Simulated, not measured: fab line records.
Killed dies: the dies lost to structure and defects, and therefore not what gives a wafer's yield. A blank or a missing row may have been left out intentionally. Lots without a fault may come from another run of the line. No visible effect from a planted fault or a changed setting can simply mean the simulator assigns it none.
Matching of chambers	flow n5_finfet	N5_SD_EPI_N_ETCH_16 on rie_diel-04: 4 sister chambers
The step etches SiO2 in CHF3/O2, target depth 5 nm. 18 wafers are shown with their chamber, then 9 later ones without.

== WAFERS WITH THEIR CHAMBER ==
wafer	chamber	showerhead_plenum_p_Torr (Torr)	rf_vpp_V (V)	throttle_valve_pct (%)
L074.2	3	2.46	548	19.10
L074.3	0	2.49	510	18.72
L074.5	3	2.46	549	19.11
L077.1	3	2.46	547	19.14
L077.2	0	2.49	509	18.76
L077.5	0	2.49	509	18.75
L078.2	1	2.43	523	19.11
L078.3	3	2.45	548	19.13
L078.6	0	2.49	508	18.74
L080.1	3	2.45	546	19.13
L080.3	0	2.49	509	18.74
L080.4	0	2.49	508	18.74
L081.1	0	2.49	508	18.74
L081.2	1	2.43	524	19.12
L081.4	1	2.43	524	19.10
L087.4	0	2.48	508	18.77
L087.5	1	2.43	525	19.12
L087.6	2	2.28	512	19.06

SIGNATURES (means of the wafers above)
reading	chamber 0	chamber 1	chamber 2	chamber 3	scatter within a chamber
showerhead_plenum_p_Torr	2.4888	2.4300	2.2800	2.4560	0.00385
rf_vpp_V	508.62	524.00	512.00	547.60	0.889
throttle_valve_pct	18.7450	19.1125	19.0600	19.1220	0.0145
Rule: a wafer lies at a distance from a chamber equal to the root of the sum of squares, over the readings, of (its reading less the chamber's mean, divided by the reading's scatter). If the next closest chamber is less than 2 further off than the closest, the wafer can't be placed; otherwise it belongs to the closest. How the scatter is found: for the shown wafers, subtract from each reading the mean of its chamber, square and add these, divide the total by (wafers less chambers), then take the root.

== WAFERS WITH NO CHAMBER GIVEN ==
wafer	showerhead_plenum_p_Torr (Torr)	rf_vpp_V (V)	throttle_valve_pct (%)
L089.1	2.42	524	19.12
L089.3	2.45	546	18.77
L089.5	2.45	547	18.77
L091.1	2.45	548	18.79
L091.3	2.45	548	18.78
L091.6	2.45	547	18.79
L096.3	2.57	522	18.70
L096.5	2.44	548	18.82
L096.6	2.57	520	18.69

== THE CHAMBER EACH PASSED THROUGH ==
wafer	from the rows above	in truth
L089.1	1	1
L089.3	3	3
L089.5	3	3
L091.1	3	3
L091.3	3	3
L091.6	3	3
L096.3	0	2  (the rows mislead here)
L096.5	3	3
L096.6	0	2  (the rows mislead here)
Correct placement for 7 of the 9. Can't be placed from these rows: 0. 2 placed wrongly.
